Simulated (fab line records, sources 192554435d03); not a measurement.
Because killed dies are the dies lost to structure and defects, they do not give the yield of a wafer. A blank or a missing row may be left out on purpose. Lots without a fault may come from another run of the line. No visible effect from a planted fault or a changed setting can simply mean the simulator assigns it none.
Split-lot trial + flow n5Finfet + 39 wafers read across 7 lots, on a route 1938 steps long

## THE SPLIT ITSELF
At N5_DUMMY_GATE_EXPOSE_12 (exposes mask GATE, target cd 25 nm), the setting doseMj was moved away from the recipe's 34 on 18 of the 39 wafers read, by -5.9% to +8.0%. All remaining wafers had this setting at the recipe value.

## FROM THE SPLIT TO THE READING: what the file shows between them, 11 steps
- N5_DUMMY_GATE_PEB_13: peb time 60 s
- N5_DUMMY_GATE_DEVELOP_14: develop time 30 s
- N5_DUMMY_GATE_CD_MEAS_15: target cd 25.8 nm
- N5_DUMMY_GATE_STRIP_38: strips in N2/H2
- N5_DUMMY_GATE_STRIP_39: strips in N2/H2
- N5_DUMMY_GATE_TRIM_49: chemistry O2, time 29 s, target cd 14 nm
- N5_DUMMY_GATE_STRIP_40: strips in CF4
- N5_DUMMY_GATE_CD_MEAS_50: target cd 14 nm
- N5_DUMMY_GATE_ETCH_32: etches SiO2 in CF4, target depth 3.5 nm, time 3.9 s (also split here: timeS)
- N5_DUMMY_GATE_ETCH_23: etches poly-Si in HBr/Cl2/O2, target depth 41 nm, time 22.3 s
- N5_DUMMY_GATE_ETCH_44: etches poly-Si in HBr/O2, stops on SiO2, target depth 127.5 nm

## THE READING
cdNm, in nm, at N5_DUMMY_GATE_CD_MEAS_24 (target cd 15 nm). Fault-free wafers of this fab line usually give 14.8 nm, standard deviation 0.39 nm.

| wafer  | tool, chamber at the split | doseMj as run | against the recipe | cdNm, nm | against lot-mates on the recipe |
|--------|----------------------------|---------------|--------------------|----------|---------------------------------|
| L076.1 | euvScanner-02, 0           | 34            | recipe             | 14.5     | -                               |
| L076.2 | euvScanner-02, 0           | 36.27         | +6.7%              | 13.7     | -1.2                            |
| L076.3 | euvScanner-02, 0           | 34            | recipe             | 15.0     | -                               |
| L076.4 | euvScanner-02, 0           | 36.27         | +6.7%              | 13.8     | -1.1                            |
| L076.5 | euvScanner-02, 0           | 36.27         | +6.7%              | 13.3     | -1.6                            |
| L076.6 | euvScanner-02, 0           | 34            | recipe             | 15.3     | -                               |
| L078.1 | euvScanner-01, 0           | 34            | recipe             | 14.5     | -                               |
| L078.2 | euvScanner-01, 0           | 31.98         | -5.9%              | 16.2     | +1.6                            |
| L078.3 | euvScanner-01, 0           | 34            | recipe             | 14.8     | -                               |
| L078.4 | euvScanner-01, 0           | 34            | recipe             | 14.4     | -                               |
| L078.5 | euvScanner-01, 0           | 31.98         | -5.9%              | 15.4     | +0.8                            |
| L078.6 | euvScanner-01, 0           | 31.98         | -5.9%              | 15.3     | +0.7                            |
| L079.2 | euvScanner-01, 0           | 34            | recipe             | 15.4     | -                               |
| L079.4 | euvScanner-01, 0           | 34            | recipe             | 15.2     | -                               |
| L079.6 | euvScanner-01, 0           | 34            | recipe             | 15.0     | -                               |
| L084.1 | euvScanner-02, 0           | 34            | recipe             | 14.6     | -                               |
| L084.2 | euvScanner-02, 0           | 34            | recipe             | 15.1     | -                               |
| L084.3 | euvScanner-02, 0           | 35.83         | +5.4%              | 13.0     | -1.9                            |
| L084.4 | euvScanner-02, 0           | 34            | recipe             | 14.9     | -                               |
| L084.5 | euvScanner-02, 0           | 35.83         | +5.4%              | 13.1     | -1.8                            |
| L084.6 | euvScanner-02, 0           | 35.83         | +5.4%              | 13.5     | -1.4                            |
| L086.1 | euvScanner-02, 0           | 34.77         | +2.3%              | 13.7     | -1.2                            |
| L086.2 | euvScanner-02, 0           | 34.77         | +2.3%              | 14.2     | -0.7                            |
| L086.3 | euvScanner-02, 0           | 34            | recipe             | 15.1     | -                               |
| L086.4 | euvScanner-02, 0           | 34            | recipe             | 15.0     | -                               |
| L086.5 | euvScanner-02, 0           | 34            | recipe             | 14.7     | -                               |
| L086.6 | euvScanner-02, 0           | 34.77         | +2.3%              | 14.0     | -0.9                            |
| L096.1 | euvScanner-02, 0           | 34            | recipe             | 14.2     | -                               |
| L096.2 | euvScanner-02, 0           | 34            | recipe             | 14.1     | -                               |
| L096.3 | euvScanner-02, 0           | 36.23         | +6.6%              | 12.8     | -1.6                            |
| L096.4 | euvScanner-02, 0           | 34            | recipe             | 15.0     | -                               |
| L096.5 | euvScanner-02, 0           | 36.23         | +6.6%              | 13.2     | -1.2                            |
| L096.6 | euvScanner-02, 0           | 36.23         | +6.6%              | 13.7     | -0.7                            |
| L097.1 | euvScanner-02, 0           | 36.72         | +8.0%              | 13.0     | -1.6                            |
| L097.2 | euvScanner-02, 0           | 34            | recipe             | 14.6     | -                               |
| L097.3 | euvScanner-02, 0           | 34            | recipe             | 14.2     | -                               |
| L097.4 | euvScanner-02, 0           | 36.72         | +8.0%              | 13.6     | -1.0                            |
| L097.5 | euvScanner-02, 0           | 34            | recipe             | 15.0     | -                               |
| L097.6 | euvScanner-02, 0           | 36.72         | +8.0%              | 13.0     | -1.6                            |

FIT RESULTS
A straight line over all 39 wafers: cdNm changes by -0.199 nm for each +1% of doseMj; r = -0.89; the points scatter about the line by 0.39 nm.
The same after taking each lot's own level away (the mean of its wafers on the recipe; 39 wafers): -0.198 nm for each +1%; r = -0.90; scatter 0.36 nm.
On that fit, the largest move of doseMj shifts the reading by 1.6 nm.
Measured against the standard deviation above, the lots' own levels, which go from 14.43 to 15.20 nm, span 2.0 times it.
Consequently the slope shifts little with the lot-to-lot level, the two slopes agreeing.
Check: with one of the wafers moved furthest among these (+8.0%) left out of the fit, the line predicts -1.66 nm for it against its lot-mates. Against them it came out at -1.6 nm.

## THESE WAFERS: OTHER SPLITS
Before the reading, these wafers also passed through other splits. Each is held against what the fit with the lots' levels taken away leaves over:
| other split on the same wafers       | wafers away from the commonest value | r with cdNm (lot level and that fit taken away) |
|--------------------------------------|--------------------------------------|-------------------------------------------------|
| N5_STI_FIN_REVEAL_ETCHBACK_08 timeS  | 15                                   | +0.25                                           |
| N5_STI_FIN_REVEAL_OXIDATION_33 timeS | 12                                   | +0.19                                           |
| N5_DUMMY_GATE_ETCH_32 timeS          | 18                                   | -0.26                                           |

## THE WHOLE CHAIN: every reading that the file lists as answering this split, in the file's order
| step                     | what it does                                                   | reading                                                          | change (the file's fit)               | r (the file's) |
|--------------------------|----------------------------------------------------------------|------------------------------------------------------------------|---------------------------------------|----------------|
| N5_DUMMY_GATE_CD_MEAS_15 | target cd 25.8 nm                                              | cdNm                                                             | -0.2 nm for each +1% of the setting   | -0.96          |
| N5_DUMMY_GATE_TRIM_49    | chemistry O2, time 29 s, target cd 14 nm                       | DUMMY_GATE.cdNm (the simulator's own value, which no gauge read) | -0.232 nm for each +1% of the setting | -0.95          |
| N5_DUMMY_GATE_CD_MEAS_50 | target cd 14 nm                                                | cdNm                                                             | -0.214 nm for each +1% of the setting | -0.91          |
| N5_DUMMY_GATE_ETCH_44    | etches poly-Si in HBr/O2, stops on SiO2, target depth 127.5 nm | DUMMY_GATE.cdNm (the simulator's own value, which no gauge read) | -0.223 nm for each +1% of the setting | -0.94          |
| N5_DUMMY_GATE_CD_MEAS_24 | target cd 15 nm                                                | cdNm                                                             | -0.206 nm for each +1% of the setting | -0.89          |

## THE FILE'S OWN FIT
cdNm changes by -0.206 nm for each +1% of doseMj, r = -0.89.
